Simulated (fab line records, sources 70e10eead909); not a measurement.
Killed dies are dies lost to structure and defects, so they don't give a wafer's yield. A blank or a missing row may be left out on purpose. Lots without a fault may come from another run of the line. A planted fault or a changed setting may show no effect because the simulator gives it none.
Chamber matching | flow nand_harc | NHARC_P_BONDPAD_DESCUM_11 on rie_diel-10: 4 sister chambers
The step chemistry O2, time 3 s. 8 wafers are shown with their chamber, then 10 later ones without.

WAFERS WITH THEIR CHAMBER
wafer  | chamber | drypump_motor_current_A (A) | oes_product_au (a.u.)
L076.1 | 3       | 5.2                         | 0.999
L076.5 | 0       | 5.5                         | 1.002
L076.6 | 1       | 5.9                         | 1.001
L077.3 | 2       | 6.2                         | 1.008
L077.4 | 1       | 5.9                         | 1.011
L077.6 | 2       | 6.1                         | 1.026
L079.1 | 3       | 5.3                         | 1.008
L079.3 | 0       | 5.5                         | 0.990

WAFERS WITHOUT THEIR CHAMBER
wafer  | drypump_motor_current_A (A) | oes_product_au (a.u.)
L079.6 | 5.9                         | 1.000
L079.2 | 5.9                         | 0.996
L079.4 | 5.5                         | 0.992
L079.5 | 5.2                         | 1.007
L082.3 | 5.9                         | 1.013
L082.4 | 6.2                         | 1.008
L082.6 | 5.2                         | 1.011
L092.4 | 5.5                         | 1.009
L092.5 | 5.9                         | 1.013
L092.6 | 6.2                         | 1.009

WHICH CHAMBER EACH WENT THROUGH
wafer  | from the rows above | in truth
L079.6 | 1                   | 1
L079.2 | 1                   | 1
L079.4 | 0                   | 0
L079.5 | 3                   | 3
L082.3 | 1                   | 1
L082.4 | 2                   | 2
L082.6 | 3                   | 3
L092.4 | 0                   | 0
L092.5 | 1                   | 1
L092.6 | 2                   | 2
Placed correctly: 10 of 10. Can't be placed from these rows: 0. Placed wrongly: 0.
How it was worked out, from the rows above alone: a wafer's distance from a chamber is the root of the sum, over the readings, of the square of ((its reading less the chamber's mean) divided by the reading's scatter). The wafer belongs to the nearest chamber; if the next one is less than 2 further off, it can't be placed. A chamber's mean is the mean of its shown wafers. The scatter: the root of (the sum of the squares of (reading less its chamber's mean) over the shown wafers, divided by (wafers less chambers)).
